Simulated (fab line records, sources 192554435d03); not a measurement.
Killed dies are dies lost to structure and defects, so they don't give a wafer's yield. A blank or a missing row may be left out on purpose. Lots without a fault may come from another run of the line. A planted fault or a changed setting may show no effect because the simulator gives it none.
A struck lot beside a sound one | flow n5_finfet | 38 steps out of a route of 1938
Sound: wafers L873.3, L873.4, L873.5. Struck: wafer L877.6. (L877.5 of the same lot was not struck and is left out.) The cause comes at the end.
At each step with rows: each side's tool, then ch and its chambers, then its first start. Under that, the readings that differ: sound wafers | struck wafers | difference of the means | sigmas: that difference in standard deviations of wafers without a fault.
alike: readings whose means differ by less than 2 such deviations, and words and numbers that are the same on both sides. not compared: withheld readings, readings that some wafer has no value for, bounds like >300 that may hide the same value, and numbers for which the record gives no deviation and whose values overlap.
The two part at a step that has a row with sigmas, a row that says differs or no value, or rows on one side only. Numbers that don't overlap but have no deviation are shown without sigmas and don't part them. A reading that every wafer of one side lacks parts them only if that side has two wafers or more.

first, 8 steps without rows for these wafers: N5_BEOL_M0_ECD_118 (material Cu, target thk 300 nm); N5_BEOL_M0_ANNEAL_119 (time 90 s); N5_BEOL_M0_CMP_120 (polishes, stops on SiOC, t overpolish 6.9 s); N5_BEOL_M0_PRE_CLEAN_131 (time 15 s); N5_BEOL_M0_CO_CAP_123 (material Co, precursor CCTBA/H2, target thk 2 nm, time 102.1 s); N5_BEOL_M0_PRE_CLEAN_124 (time 15 s); N5_BEOL_M0_DEP_125 (deposits SiCN from 3MS/NH3, target thk 8 nm, time 14 s); N5_BEOL_M1_ILD_DEP_00 (deposits SiOC from DEMS/O2, target thk 79 nm, time 15.3 s).
N5_BEOL_M1_PECVD_72: deposits SiO2 from TEOS/O2, target thk 16 nm, time 18 s.
  sound on pecvd-02 ch 0,1, day 8 12:19; struck on pecvd-02 ch 0, day 9 21:28
  reading                                    | sound        | struck | difference | sigmas
  model.SiO2_of_BEOL_M1_PECVD_72.thk_nm (nm) | 16 16.6 16.2 | 10.8   | -5.5       |
  alike: heater_power_w, showerhead_plenum_p_Torr, throttle_valve_pct
then, 25 steps without rows for these wafers: N5_BEOL_M1_HM_DEP_02 (deposits TiN, target thk 20 nm); N5_BEOL_M1_COAT_61 (time 60 s, resist thk 60 nm); N5_BEOL_M1_COAT_62 (time 60 s, resist thk 12 nm); N5_BEOL_M1_COAT_73 (time 60 s, resist thk 5 nm); N5_BEOL_M1_COAT_05 (resist thk 30 nm); N5_BEOL_M1_EBR_07; N5_BEOL_M1_SOFTBAKE_06 (time 60 s); N5_BEOL_M1_EXPOSE_08 (exposes mask M1); N5_BEOL_M1_PEB_09 (peb time 60 s); N5_BEOL_M1_DEVELOP_10 (develop time 30 s); N5_BEOL_M1_DESCUM_16 (chemistry O2, time 7 s); N5_BEOL_M1_ETCH_74 (etches underlayer in N2/H2, target depth 6.5 nm, time 5.2 s); N5_BEOL_M1_ETCH_63 (etches SiARC in CF4, target depth 15.6 nm, time 26 s); N5_BEOL_M1_ETCH_64 (etches SOC in N2/H2, target depth 75 nm, overetch 15 nm, time 112.5 s); N5_BEOL_M1_STRIP_65 (strips in N2/H2); N5_BEOL_M1_STRIP_75 (strips in N2/H2); N5_BEOL_M1_STRIP_66 (strips in CF4); N5_BEOL_M1_HM_OPEN_17 (chemistry Cl2/BCl3, target TiN, target depth 20 nm, overetch 6 nm); N5_BEOL_M1_STRIP_19 (strips in O2); N5_BEOL_M1_COAT_67 (time 60 s, resist thk 60 nm); N5_BEOL_M1_COAT_68 (time 60 s, resist thk 12 nm); N5_BEOL_M1_COAT_76 (time 60 s, resist thk 5 nm); N5_BEOL_M1_COAT_22 (resist thk 30 nm); N5_BEOL_M1_EBR_24; N5_BEOL_M1_SOFTBAKE_23 (time 60 s).
N5_BEOL_M1_HM_STRIP_39: strips TiN in peroxide tin strip, target depth 25 nm, time 158 s.
  sound on wet_bench-01 ch 4,6,7, day 8 16:55; struck on wet_bench-02 ch 6, day 10 04:28
  reading                                    | sound          | struck | difference | sigmas
  bath_guard_temp_C (C)                      | 50.0 50.0 49.7 | 48.7   | -1.2       | -3
  model.SiO2_of_BEOL_M1_PECVD_72.thk_nm (nm) | 16 16.4 16     | 10.6   | -5.5       |
  alike: temp_c
N5_BEOL_M1_CMP_52: polishes, stops on SiOC, t overpolish 6.8 s, target thk 40 nm.
  sound on cmp-03 ch 0,1,3, day 8 20:17; struck on cmp-04 ch 0, day 10 07:51
  reading                      | sound          | struck | difference | sigmas
  barrier_field_endpoint_s (s) | 24.4 25.1 24.7 | 18.6   | -6.1       | -8
  alike: edge_zone_pressure_frac, motor_current_A, slurry_filter_dp_kPa
N5_BEOL_M4_RC_MEAS_101:
  sound on prober-02 ch 0, day 10 03:23; struck on prober-01 ch 0, day 12 03:37
  reading        | sound          | struck | difference | sigmas
  DIBL_N (mV/V)  | 36.5 39.5 38.8 | 32.8   | -5.5       | -3
  DIBL_P (mV/V)  | 35.9 39.7 40.1 | 32.2   | -6.4       | -3
  IOFF_N (nA/um) | 0.15 0.24 0.22 | 0.10   | -0.10      | -3
  IOFF_P (nA/um) | 0.23 0.32 0.33 | 0.17   | -0.12      | -3
  ION_N (uA/um)  | 666 670 690    | 646    | -29        | -2
  SS_N (mV/dec)  | 71.3 72.3 72.0 | 70.4   | -1.5       | -3
  SS_P (mV/dec)  | 73.2 73.6 74.7 | 72.5   | -1.3       | -2
  VT_N (mV)      | 249 247 246    | 258    | +11        | +3
  VT_P (mV)      | -246 -243 -242 | -252   | -8         | -3
  alike: ION_P
N5_PASSIVATION_PROBE_49:
  the record has rows for the sound wafers here (prober-01, day 14 17:16) and none for the struck ones

WHERE THEY PART
First at N5_BEOL_M1_HM_STRIP_39; last, within this record, at N5_PASSIVATION_PROBE_49.

WHY: what the simulator had put in
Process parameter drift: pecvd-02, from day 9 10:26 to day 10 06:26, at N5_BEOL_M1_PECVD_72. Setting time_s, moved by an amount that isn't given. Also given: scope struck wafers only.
